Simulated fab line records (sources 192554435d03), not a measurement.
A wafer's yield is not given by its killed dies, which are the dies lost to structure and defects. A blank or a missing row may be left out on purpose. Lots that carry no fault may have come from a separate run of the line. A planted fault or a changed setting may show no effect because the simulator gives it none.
Which of the tools did it? -- flow n5-finfet -- 27 wafers sampled from 9 lots at 1 step of a route of 1938

WHAT EACH GAUGE READ, for each wafer
N5_BEOL_M4_RC_MEAS_101. Usual: DIBL_N 36.1 mV/V, standard deviation 1.5; DIBL_P 36.1 mV/V, standard deviation 1.9; IOFF_N 0.159 nA/um, standard deviation 0.029; IOFF_P 0.21 nA/um, standard deviation 0.038; ION_N 675 uA/um, standard deviation 11; ION_P 464 uA/um, standard deviation 8.1; SS_N 71.5 mV/dec, standard deviation 0.57; SS_P 73.3 mV/dec, standard deviation 0.64; VT_N 249 mV, standard deviation 3.1; VT_P -250 mV, standard deviation 3.8.
lot,measured,on,DIBL_N (mV/V),DIBL_P (mV/V),IOFF_N (nA/um),IOFF_P (nA/um),ION_N (uA/um),ION_P (uA/um),SS_N (mV/dec),SS_P (mV/dec),VT_N (mV),VT_P (mV),flag
L104,day 7 14:54,prober-01,37.0 35.4 37.2,37.6 34.6 38.3,0.149 0.118 0.144,0.21 0.17 0.22,664 654 664,462 457 461,71.6 71.8 71.6,73.3 72.9 73.2,249 255 252,-251 -254 -251,
L111,day 9 09:17,prober-01,41.1 36.9 38.0,40.4 36.6 37.7,0.279 0.175 0.186,0.29 0.21 0.23,694 679 684,470 460 465,72.1 71.8 72.0,74.6 73.2 74.4,245 249 247,-248 -252 -251,
L112,day 10 03:05,prober-02,37.8 37.4 36.2,38.2 37.0 36.6,0.171 0.156 0.140,0.24 0.21 0.21,679 670 657,470 456 465,72.0 71.8 71.6,74.1 73.5 73.0,250 254 249,-249 -249 -250,
L117,day 11 08:40,prober-01,36.7 34.2 36.9,38.0 34.1 37.7,0.168 0.113 0.155,0.23 0.17 0.22,687 656 670,464 460 470,71.7 70.8 71.5,73.1 73.2 74.0,249 256 250,-249 -254 -250,
L118,day 11 09:25,prober-02,36.8 36.2 37.0,35.6 35.5 36.4,0.172 0.175 0.184,0.18 0.20 0.19,677 692 686,454 470 452,71.0 70.5 71.6,73.2 73.2 74.3,248 247 245,-253 -252 -254,
L119,day 11 15:29,prober-01,34.6 34.1 37.3,33.0 32.4 36.1,0.133 0.122 0.177,0.17 0.16 0.21,675 666 684,462 459 467,70.8 71.0 71.5,72.3 72.4 74.1,248 252 248,-253 -255 -251,
L121,day 12 05:31,prober-01,35.6 36.9 36.6,37.1 37.5 37.7,0.150 0.166 0.169,0.19 0.19 0.20,663 676 675,457 460 457,71.3 72.4 72.3,73.5 73.6 73.7,253 248 251,-254 -254 -254,
L126,day 13 18:02,prober-02,37.1 37.5 37.6,37.1 37.7 37.6,0.173 0.192 0.198,0.30 0.32 0.31,677 689 686,479 481 473,71.4 72.1 72.0,73.3 73.7 74.3,246 247 245,-241 -242 -244,
L127,day 14 09:27,prober-01,36.2 36.6 34.8,36.8 36.4 36.0,0.181 0.180 0.168,0.23 0.23 0.23,684 680 686,469 468 473,71.1 70.9 71.5,73.3 72.5 73.6,247 246 244,-247 -248 -247,

WHAT TOOL EACH LOT RAN ON (gives the tool, then ch and the chambers of the sampled wafers, and finally the start)
Record: no process step prior to these readings.

WHAT THE TOOLS THEMSELVES READ (means of the sampled wafers that have a number; where no wafer has one, the mark that the record gives instead)
The record holds no such reading with a usual standard deviation.

THE ANSWER, worked out from the rows above alone
Rule: a lot is off if the mean of its wafers that have a number lies more than 3 standard deviations from the usual mean. Also off: a lot with no number at a reading for which 4 or more lots have one. The other lots that the step has rows for count as sound. First the gauges in route order, then the tools' own readings, where a lot's mean is used as printed above. The first step at which some lot is off is used, and at that step the reading that is off furthest; a lot without a number counts as furthest.
Across all readings shown, no lot is off: no conclusion can be drawn from this.

WHAT THE SIMULATOR PUT IN
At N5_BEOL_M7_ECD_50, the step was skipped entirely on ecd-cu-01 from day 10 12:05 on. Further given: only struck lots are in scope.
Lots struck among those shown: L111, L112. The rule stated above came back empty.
